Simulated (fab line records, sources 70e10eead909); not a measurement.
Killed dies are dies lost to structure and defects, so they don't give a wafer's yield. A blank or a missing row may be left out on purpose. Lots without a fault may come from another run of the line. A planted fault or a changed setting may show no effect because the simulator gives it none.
Chamber matching | flow nand_harc | NHARC_A_BLC_ALD_23 on ald_metal-03: 4 sister chambers
The step deposits TiN, target thk 3 nm, pulse time 1 s, ald cycles 150. 20 wafers are shown with their chamber, then 10 later ones without.

WAFERS WITH THEIR CHAMBER
wafer  | chamber | heater_power_w (W) | precursor_pulse_height_rel
L075.1 | 0       | 977                | 0.991
L075.3 | 3       | 1018               | 0.993
L075.6 | 1       | 1026               | 1.001
L075.2 | 2       | 1103               | 0.970
L075.4 | 1       | 1039               | 1.006
L075.5 | 0       | 1003               | 0.991
L079.1 | 0       | 978                | 0.994
L079.4 | 3       | 1039               | 0.993
L079.5 | 0       | 989                | 0.997
L080.2 | 1       | 1033               | 0.995
L080.5 | 2       | 1088               | 1.011
L080.6 | 3       | 1020               | 0.988
L086.2 | 1       | 1047               | 1.035
L086.3 | 0       | 957                | 1.008
L086.5 | 2       | 1069               | 0.983
L085.1 | 1       | 1004               | 0.993
L085.2 | 0       | 982                | 1.003
L085.3 | 2       | 1094               | 0.987
L094.1 | 0       | 997                | 1.003
L094.3 | 1       | 1042               | 1.010

SIGNATURES (means of the wafers above)
reading                    | chamber 0 | chamber 1 | chamber 2 | chamber 3 | scatter within a chamber
heater_power_w             | 983.29    | 1031.83   | 1088.50   | 1025.67   | 14.7
precursor_pulse_height_rel | 0.99814   | 1.00667   | 0.98775   | 0.99133   | 0.0121
Rule: a wafer's distance from a chamber is the root of the sum, over the readings, of the square of ((its reading less the chamber's mean) divided by the reading's scatter). The wafer belongs to the nearest chamber; if the next one is less than 2 further off, it can't be placed. The scatter: the root of (the sum of the squares of (reading less its chamber's mean) over the shown wafers, divided by (wafers less chambers)).

WAFERS WITHOUT THEIR CHAMBER
wafer  | heater_power_w (W) | precursor_pulse_height_rel
L094.6 | 969                | 0.998
L094.2 | 1012               | 1.038
L094.4 | 971                | 1.012
L094.5 | 1047               | 1.008
L095.2 | 964                | 0.977
L095.4 | 1051               | 1.001
L095.6 | 975                | 1.012
L095.1 | 1056               | 0.984
L095.3 | 988                | 0.964
L095.5 | 1026               | 1.006

WHICH CHAMBER EACH WENT THROUGH
wafer  | from the rows above          | in truth
L094.6 | 0                            | 0
L094.2 | can't be placed: 1 or 0 or 3 | 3
L094.4 | 0                            | 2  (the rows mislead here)
L094.5 | can't be placed: 1 or 3      | 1
L095.2 | 0                            | 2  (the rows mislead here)
L095.4 | can't be placed: 1 or 3 or 2 | 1
L095.6 | 0                            | 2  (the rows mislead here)
L095.1 | can't be placed: 3 or 2 or 1 | 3
L095.3 | can't be placed: 0 or 3 or 1 | 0
L095.5 | can't be placed: 1 or 3      | 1
Placed correctly: 1 of 10. Can't be placed from these rows: 6 (the true chamber is among the candidates in 6). Placed wrongly: 3.
